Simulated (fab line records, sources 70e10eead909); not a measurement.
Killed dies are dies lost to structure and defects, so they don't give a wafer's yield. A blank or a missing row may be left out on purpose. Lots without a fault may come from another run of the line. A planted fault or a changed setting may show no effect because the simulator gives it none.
fab line records | flow nand_harc
record lots=12 wafers=36 last_day=34
route steps=1302 shown P_CONTACT@237 P_M0@274 END@1302
lots that met no fault: from a run of the same line without faults
start_h: hours from the record's first day to the start of the lot's first wafer shown | wait_h: hours since the lot's step before | " the same as in the row above | L1.1+2: a row that stands for several wafers | - no value, or no start given | * or withheld: withheld | < > ~ a bound
route shown NAME@n: a module of which the file shows steps, and the number in the route of the first | usual: mean/standard deviation of fault-free wafers | same: alike in all rows | chamber/n: place in a boat | sites: the reading at each site | _std_site: their standard deviation | _edge_site: outer sites' mean less inner sites' | radius_mm: how far each site lies from the wafer's centre | mask NAME#n: copy n | behind: the tool/chamber that last shaped the wafer | hold: why the lot was held/for how many hours/how that ended | device: the transistor (n, p or np) that didn't switch | end of line: the same wafers' tests at the end of the route | a step without rows: its recipe alone | killed: dies lost to structure and defects at the first sort, not the wafer's yield | map: a wafer's dies, x killed, . not, _ none there
set.NAME: the setting as run; set.NAME@STEP: as run at that earlier step | model.NAME: the simulator's own value behind a step, which no gauge read
steps of the route over a sample of lots; a table a step, a row a wafer
services: from which hour (start_h, from the record's first day; less than 0 if before it) a tool's chamber was out of use, for how many hours, and why
## steps
# step NHARC_P_CONTACT_ETCH_36
# recipe target_depth_a=2600 over_etch_frac=0.25 time_s=406.25 ion_energy_ev=200 n2_flow_sccm=150 h2_flow_sccm=150 ar_flow_sccm=0 rf_w=400 bias_w=150 chemistry=N2/H2
# usual drypump_motor_current_A=5.9/0.48 mfc_ar_sccm=0.009/0.011 oes_product_au=0.999/0.0097 rf_vpp_V=432.1/1.7 showerhead_plenum_p_Torr=2.09/0.051 throttle_valve_pct=14.171/0.0089
# columns lot.wafer tool chamber start_h wait_h drypump_motor_current_A mfc_ar_sccm oes_product_au rf_hours_counter_h rf_vpp_V showerhead_plenum_p_Torr throttle_valve_pct
L844.3 rie_diel-08 1 - - 5.9 0 1.008 2.6 434.7 2.19 14.173
L844.2 " 2 " " 5.4 0 0.995 2.5 432.5 2.07 14.171
L844.4 " 3 " " 5.5 0 1.014 - 430.2 2.06 14.180
L845.2 rie_diel-08 3 - - 5.5 0 1.009 3.5 431.5 2.06 14.176
L845.3 " 2 " " 5.4 0 0.993 3.2 432.7 2.07 14.169
L845.6 " 0 " " 6.6 0.010 1.018 - 431.1 2.07 14.162
L846.1 rie_diel-08 0 - - 6.6 0.010 1.001 3.3 429.5 2.07 14.173
L846.5 " 3 " " 5.5 0 1.004 - 431.7 2.06 14.183
L846.6 " 0 " " 6.6 0.010 1.012 - 431.6 2.07 14.174
L847.1 rie_diel-13 3 - - 6.1 0.034 1.023 4.8 433.4 2.10 14.183
L847.6 " 1 " " 5.5 0.023 1.001 - 433.2 2.12 14.181
L847.4 " 3 " " 6.1 0.034 1.014 - 432.0 2.10 14.168
L850.3 rie_diel-13 3 - - 6.1 0.034 1.002 0.4 432.1 2.10 14.179
L850.4 " 2 " " 5.5 0.019 0.995 0.4 433.3 2.10 14.166
L850.6 " 0 " " 6.5 0.004 0.999 - 430.2 2.05 14.177
L851.2 rie_diel-08 3 - - 5.5 0 1.008 0.1 429.7 2.06 14.174
L851.5 " 2 " " 5.4 0 0.988 - 430.2 2.07 14.158
L851.4 " 3 " " 5.5 0 0.993 - 432.2 2.06 14.174
L855.1 rie_diel-10 0 - - 6.1 0 0.981 9.8 430.1 2.05 14.164
L855.4 " 1 " " 6.5 0 1.002 - 432.5 2.13 14.173
L855.6 " 0 " " 6.1 0 0.992 - 430.5 2.05 14.174
L862.2 rie_diel-13 0 - - 6.5 0.004 1.009 3.3 430.5 2.05 14.179
L862.1 " 2 " " 5.5 0.019 0.994 3.0 432.2 2.10 14.174
L862.5 " 3 " " 6.1 0.034 1.003 - 434.1 2.10 14.172
L861.3 rie_diel-13 3 - - 6.1 0.034 0.998 3.7 431.1 2.10 14.152
L861.2 " 0 " " 6.4 0.004 0.988 3.7 430.8 2.05 14.163
L861.5 " 2 " " 5.5 0.019 0.991 - 432.7 2.10 14.173
L864.4 rie_diel-08 1 - - 5.9 0 1.008 4.9 434.8 2.18 14.169
L864.6 " 3 " " 5.5 0 0.987 - 432.8 2.06 14.185
L864.5 " 0 " " 6.6 0.010 0.994 - 432.8 2.07 14.172
L865.4 rie_diel-13 2 - - 5.5 0.019 0.982 4.5 432.2 2.10 14.186
L865.3 " 0 " " 6.5 0.004 0.983 4.8 431.9 2.05 14.166
L865.6 " 2 " " 5.5 0.019 0.986 - 432.4 2.10 14.178
L866.4 rie_diel-10 0 - - 6.1 0 0.973 4.2 430.9 2.05 14.164
L866.1 " 1 " " 6.5 0 1.011 4.8 433.0 2.13 14.166
L866.6 " 2 " " 6.6 0.012 1.005 - 434.1 2.18 14.184
# step NHARC_P_CONTACT_STRIP_28
# recipe o2_flow_sccm=500 ar_flow_sccm=0 bias_w=0 chemistry=O2
# usual drypump_motor_current_A=5.9/0.52 mfc_ar_sccm=0.010/0.01 oes_product_au=0.998/0.0086 rf_vpp_V=58.0/0.83 showerhead_plenum_p_Torr=3.60/0.086 throttle_valve_pct=17.036/0.0091
# columns lot.wafer tool chamber start_h wait_h drypump_motor_current_A mfc_ar_sccm oes_product_au rf_hours_counter_h rf_vpp_V showerhead_plenum_p_Torr throttle_valve_pct
L844.3 rie_diel-10 3 134.28 0.1 5.2 0.014 0.989 2.6 58.4 3.45 17.050
L844.4 " 0 " " 6.1 0 1.003 2.6 57.0 3.55 17.032
L844.2 " 1 " " 6.5 0 0.990 2.5 57.7 3.67 17.017
L845.2 rie_diel-08 1 147.02 0.1 5.9 0 1.009 3.5 56.8 3.76 17.034
L845.3 " 2 " " 5.4 0 1.002 3.4 58.3 3.57 17.030
L845.6 " 3 " " 5.5 0 1.021 - 58.0 3.56 17.041
L846.1 rie_diel-13 2 152.24 0.1 5.5 0.019 0.999 3.8 58.2 3.63 17.032
L846.6 " 1 " " 5.5 0.023 0.998 - 58.7 3.65 17.039
L846.5 " 2 " " 5.5 0.019 1.004 - 57.1 3.63 17.038
L847.4 rie_diel-10 3 159.13 0.1 5.1 0.014 0.992 3.5 56.9 3.45 17.034
L847.1 " 1 " " 6.5 0 0.990 3.3 58.8 3.67 17.034
L847.6 " 3 " " 5.1 0.014 1.000 - 56.3 3.45 17.038
L850.4 rie_diel-13 1 188.58 0.1 5.5 0.023 0.992 0.5 57.6 3.65 17.046
L850.3 " 3 " " 6.1 0.034 0.998 0.6 58.5 3.62 17.042
L850.6 " 2 " " 5.5 0.019 0.998 - 58.1 3.63 17.034
L851.4 rie_diel-10 1 203.13 0.1 6.5 0 1.000 7.1 59.4 3.67 17.027
L851.2 " 2 " " 6.6 0.012 1.008 7.1 58.2 3.75 17.040
L851.5 " 1 " " 6.5 0 1.003 - 57.1 3.67 17.032
L855.1 rie_diel-08 1 238.67 0.1 5.9 0 1.002 2.3 57.0 3.76 17.037
L855.4 " 2 " " 5.4 0 0.984 2.1 57.8 3.57 17.030
L855.6 " 3 " " 5.5 0 0.996 - 57.8 3.55 17.037
L862.2 rie_diel-08 1 302.35 0.1 5.9 0 1.024 4.0 57.5 3.75 17.055
L862.1 " 0 " " 6.6 0.010 0.987 3.3 58.0 3.58 17.025
L862.5 " 2 " " 5.4 0 1.003 - 59.2 3.57 17.036
L861.3 rie_diel-10 1 304.74 0.1 6.5 0 1.020 2.9 59.1 3.67 17.054
L861.2 " 3 " " 5.1 0.014 0.988 1.4 57.6 3.44 17.028
L861.5 " 1 " " 6.5 0 1.006 - 58.1 3.67 17.044
L864.4 rie_diel-13 3 331.84 0.1 6.1 0.034 0.994 4.8 58.3 3.62 17.036
L864.6 " 1 " " 5.5 0.023 0.992 - 57.5 3.65 17.031
L864.5 " 2 " " 5.5 0.019 0.992 - 57.5 3.63 17.035
L865.4 rie_diel-10 3 336.05 0.1 5.1 0.014 0.987 3.0 58.4 3.44 17.031
L865.3 " 0 " " 6.1 0 0.979 4.0 57.5 3.55 17.048
L865.6 " 2 " " 6.7 0.012 1.013 - 58.8 3.75 17.030
L866.1 rie_diel-08 0 347.58 0.1 6.6 0.010 1.006 5.0 57.4 3.58 17.034
L866.4 " 2 " " 5.4 0 0.994 5.2 56.4 3.57 17.049
L866.6 " 0 " " 6.6 0.010 1.004 - 58.7 3.58 17.034
# step NHARC_P_M0_PVD_20
# recipe target_thk_a=50 bias_v=168.6 power_w=15000 chamber_pressure_pa=0.12 time_s=8.06 substrate_temp_c=50 material=TaN
# usual throttle_valve_pct=29.7/1
# columns lot.wafer tool chamber start_h wait_h throttle_valve_pct
L844.3 pvd_sputter-03 - 138.60 - 31.5
L844.4 " - " " 28.2
L844.2 " - " " 30.0
L845.2 pvd_sputter-03 - 151.23 - 28.2
L845.3 " - " " 30.1
L845.6 " - " " 28.1
L846.1 pvd_sputter-03 - 156.38 - 28.3
L846.5 " - " " 28.2
L846.6 " - " " 30.3
L847.1 pvd_sputter-02 - 163.41 - 30.4
L847.4 " - " " 28.4
L847.6 " - " " 29.2
L850.4 pvd_sputter-03 - 192.85 - 29.9
L850.3 " - " " 28.9
L850.6 " - " " 30.0
L851.2 pvd_sputter-03 - 207.40 - 30.1
L851.4 " - " " 31.4
L851.5 " - " " 29.8
L851.2 pvd_sputter-03 - 207.67 - 30.1
L851.4 " - " " 31.2
L851.5 " - " " 30.2
L855.4 pvd_sputter-02 - 242.91 - 30.5
L855.1 " - " " 30.5
L855.6 " - " " 29.0
L855.4 pvd_sputter-02 - 243.18 - 30.0
L855.1 " - " " 30.2
L855.6 " - " " 28.9
L862.2 pvd_sputter-02 - 307.02 - 29.3
L862.1 " - " " 31.1
L862.5 " - " " 28.6
L861.2 pvd_sputter-03 - 309.00 - 30.7
L861.3 " - " " 29.0
L861.5 " - " " 31.3
L864.4 pvd_sputter-02 - 336.14 - 28.2
L864.6 " - " " 31.0
L864.5 " - " " 29.0
L865.4 pvd_sputter-01 - 340.42 - 28.8
L865.3 " - " " 30.6
L865.6 " - " " 30.6
L866.1 pvd_sputter-01 - 351.70 - 29.1
L866.4 " - " " 30.7
L866.6 " - " " 28.7
# step NHARC_P_M0_PRE_CLEAN_31
# recipe time_s=12 temp_c=370 rf_power_w=300 gas=NH3
# usual heater_power_w=655/74
# columns lot.wafer tool chamber start_h wait_h heater_power_w
L844.2 pecvd-03 2 140.28 0.1 591
L844.3 " 1 " " 552
L844.4 " 2 " " 600
L845.3 pecvd-03 2 152.75 0.1 657
L845.2 " 0 " " 674
L845.6 " 0 " " 682
L846.1 pecvd-01 0 157.92 0.1 717
L846.5 " 2 " " 683
L846.6 " 0 " " 703
L847.1 pecvd-04 2 164.96 0.1 718
L847.6 " 1 " " 557
L847.4 " 2 " " 725
L850.3 pecvd-04 1 194.87 0.6 644
L850.4 " 2 " " 700
L850.6 " 0 " " 639
L851.2 pecvd-03 2 209.21 0.1 643
L851.4 " 0 " " 580
L851.5 " 1 " " 623
L855.1 pecvd-03 1 244.97 0.4 570
L855.4 " 1 " " 568
L855.6 " 2 " " 585
L862.2 pecvd-03 1 308.53 0.1 646
L862.1 " 2 " " 634
L862.5 " 2 " " 645
L861.3 pecvd-01 0 310.52 0.1 695
L861.2 " 1 " " 689
L861.5 " 0 " " 716
L864.5 pecvd-01 0 337.71 0.1 685
L864.6 " 1 " " 836
L864.4 " 2 " " 703
L865.3 pecvd-03 0 342.26 0.1 605
L865.4 " 1 " " 628
L865.6 " 2 " " 654
L866.1 pecvd-01 0 353.23 0.1 718
L866.4 " 2 " " 726
L866.6 " 0 " " 702
# step NHARC_END_SORT_01
# recipe temp_c=25
# usual defect_limited_yield=90.6/2.8 killed_at_array=58/20 killed_at_other=0.8/1 killed_at_periphery=4.6/2.8 killed_dies=63/19 killed_open=3.4/2 killed_short=2.4/1.8
# same gross_dies=677
# columns lot.wafer tool chamber start_h wait_h defect_limited_yield[%] killed_at_array killed_at_other killed_at_periphery killed_dies killed_open killed_short
L851.2 prober-01 0 649.91 2.8 89.7 64 0 6 70 2 3
L851.4 prober-01 0 651.52 3.4 89.7 48 2 20 70 8 1
L851.5 prober-01 0 652.33 3.7 90.0 60 0 8 68 3 4
L861.2 prober-01 0 770.05 2.8 92.3 48 1 3 52 4 4
L861.3 prober-01 0 770.86 3.1 87.4 80 1 4 85 0 1
L861.5 prober-01 0 772.47 3.7 91.9 46 0 9 55 7 3
L864.4 prober-02 0 777.56 3.4 89.7 61 0 9 70 5 4
L864.5 prober-02 0 778.36 3.7 92.2 48 0 5 53 2 0
L864.6 prober-02 0 779.17 4.0 91.7 49 0 7 56 4 6
L865.3 prober-02 0 803.22 3.1 88.9 71 0 4 75 0 0
L865.4 prober-02 0 804.01 3.4 88.3 71 2 6 79 4 6
L865.6 prober-02 0 805.61 4.0 88.3 72 0 7 79 2 2
# killed by level:class
L851.2 A_CHANNEL_HOLE_D1:chamber_film_flake=32 A_CHANNEL_HOLE_D2:chamber_film_flake=17 P_CONTACT:chamber_film_flake=4 A_DECK1_JOINT:chamber_film_flake=3 A_ZERO_WELL:chamber_film_flake=2 A_WL_FILL:chamber_film_flake=2 A_CONTACT:chamber_film_flake=2 A_M1:chamber_film_flake=2
L851.4 A_CHANNEL_HOLE_D1:chamber_film_flake=18 P_CONTACT:chamber_film_flake=13 A_CHANNEL_HOLE_D2:chamber_film_flake=9 A_CONTACT:chamber_film_flake=6 P_M2:chamber_film_flake=3 A_M1:chamber_film_flake=3 A_STAIRCASE:chamber_film_flake=2 THIN_TSV:chamber_film_flake=2
L851.5 A_CHANNEL_HOLE_D1:chamber_film_flake=34 A_CHANNEL_HOLE_D2:chamber_film_flake=9 A_CONTACT:chamber_film_flake=4 P_ZERO_WELL:chamber_film_flake=3 P_CONTACT:chamber_film_flake=3 A_STAIRCASE:chamber_film_flake=3 A_ZERO_WELL:chamber_film_flake=2 A_DECK1_JOINT:geometric_particle:open=1
L861.2 A_SLIT:chamber_film_flake=20 A_CHANNEL_HOLE_D1:chamber_film_flake=11 A_WL_FILL:chamber_film_flake=3 A_CONTACT:chamber_film_flake=3 A_CHANNEL_HOLE_D1:geometric_particle:open=2 A_CHANNEL_FILL_D2:geometric_particle:short=2 A_STAIRCASE:chamber_film_flake=2 P_GATE:geometric_particle:short=1
L861.3 A_SLIT:chamber_film_flake=34 A_CHANNEL_HOLE_D1:chamber_film_flake=30 A_CHANNEL_HOLE_D2:chamber_film_flake=4 A_WL_FILL:chamber_film_flake=4 A_CONTACT:chamber_film_flake=4 P_ZERO_WELL:chamber_film_flake=3 A_STAIRCASE:chamber_film_flake=2 A_DECK1_JOINT:geometric_particle:short=1
L861.5 A_CHANNEL_HOLE_D1:chamber_film_flake=15 A_SLIT:chamber_film_flake=15 A_CONTACT:chamber_film_flake=7 P_CONTACT:geometric_particle:open=3 P_ZERO_WELL:chamber_film_flake=3 P_CONTACT:geometric_particle:short=1 P_M0:geometric_particle:open=1 A_CHANNEL_HOLE_D1:geometric_particle:short=1
L864.4 A_CHANNEL_HOLE_D2:chamber_film_flake=29 A_SLIT:chamber_film_flake=9 A_CONTACT:chamber_film_flake=7 P_GATE:chamber_film_flake=5 A_CHANNEL_HOLE_D1:chamber_film_flake=3 A_WL_FILL:geometric_particle:open=2 A_M0:geometric_particle:short=2 P_M1:chamber_film_flake=2
L864.5 A_CHANNEL_HOLE_D2:chamber_film_flake=25 A_SLIT:chamber_film_flake=11 A_CONTACT:chamber_film_flake=8 P_GATE:chamber_film_flake=4 P_STI:geometric_particle:open=1 A_CHANNEL_FILL_D1:geometric_particle:open=1 A_ZERO_WELL:chamber_film_flake=1 A_CHANNEL_HOLE_D1:unspecified=1
L864.6 A_CHANNEL_HOLE_D2:chamber_film_flake=16 A_SLIT:chamber_film_flake=6 A_CHANNEL_HOLE_D1:unspecified=5 A_CONTACT:chamber_film_flake=5 P_GATE:chamber_film_flake=4 A_BONDPAD:chamber_film_flake=3 A_ONON_D1:geometric_particle:short=2 A_SGD_CUT:geometric_particle:open=2
L865.3 A_SLIT:chamber_film_flake=35 A_CHANNEL_HOLE_D2:chamber_film_flake=17 A_CHANNEL_HOLE_D1:chamber_film_flake=8 A_DECK1_JOINT:chamber_film_flake=4 A_WL_FILL:chamber_film_flake=3 P_GATE:chamber_film_flake=2 P_BONDPAD:chamber_film_flake=2 A_STAIRCASE:chamber_film_flake=2
L865.4 A_CHANNEL_HOLE_D2:chamber_film_flake=24 A_SLIT:chamber_film_flake=22 A_CHANNEL_HOLE_D1:chamber_film_flake=9 P_BONDPAD:chamber_film_flake=5 A_WL_FILL:chamber_film_flake=4 A_SOURCE_PLATE:geometric_particle:short=2 A_DECK1_JOINT:geometric_particle:short=2 A_WL_FILL:geometric_particle:short=2
L865.6 A_CHANNEL_HOLE_D2:chamber_film_flake=26 A_SLIT:chamber_film_flake=21 A_CHANNEL_HOLE_D1:chamber_film_flake=15 P_BONDPAD:chamber_film_flake=5 A_DECK1_JOINT:chamber_film_flake=3 A_CONTACT:geometric_particle:open=2 A_STAIRCASE:chamber_film_flake=2 A_WL_FILL:chamber_film_flake=2
## services
# columns tool chamber start_h hours kind
rie_diel-08 3 111.71 4.1 repair
rie_diel-08 0 129.75 7.4 repair
pecvd-01 - 130.18 13.0 pm
pecvd-01 - 146.28 2.0 repair
rie_diel-13 0 153.55 8.5 repair
pecvd-03 0 154.11 12.2 repair
rie_diel-10 - 157.75 1.0 repair
rie_diel-13 - 165.03 9.0 pm
pvd_sputter-03 - 170.00 10.0 pm
pecvd-01 - 179.51 1.4 repair
pecvd-03 - 185.40 13.0 pm
rie_diel-08 - 190.80 9.0 pm
rie_diel-08 0 201.78 3.5 repair
rie_diel-08 - 210.47 1.5 repair
rie_diel-10 2 221.95 30.9 repair
rie_diel-10 - 242.50 9.0 pm
rie_diel-10 3 261.94 11.0 repair
rie_diel-08 1 263.95 4.3 repair
pecvd-03 - 276.67 0.6 repair
pvd_sputter-02 - 282.00 10.0 pm
rie_diel-13 1 284.03 6.1 repair
pecvd-01 - 311.18 13.0 pm
rie_diel-13 - 342.03 9.0 pm
pvd_sputter-03 - 348.08 10.0 pm
## key
first_sign step=NHARC_P_M0_PVD_20 reading=visit direction=added
effect none on later readings
met_at NHARC_P_M0_PVD_20
struck_lots L851,L855
not_acting_at NHARC_P_CONTACT_ETCH_36,NHARC_P_CONTACT_STRIP_28,NHARC_P_M0_PRE_CLEAN_31
fault kind=repeated_step_whole tool=pvd_sputter-01,pvd_sputter-02,pvd_sputter-03 chamber=- onset_h=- steps=NHARC_P_M0_PVD_20 times=1 scope=struck_lots_only
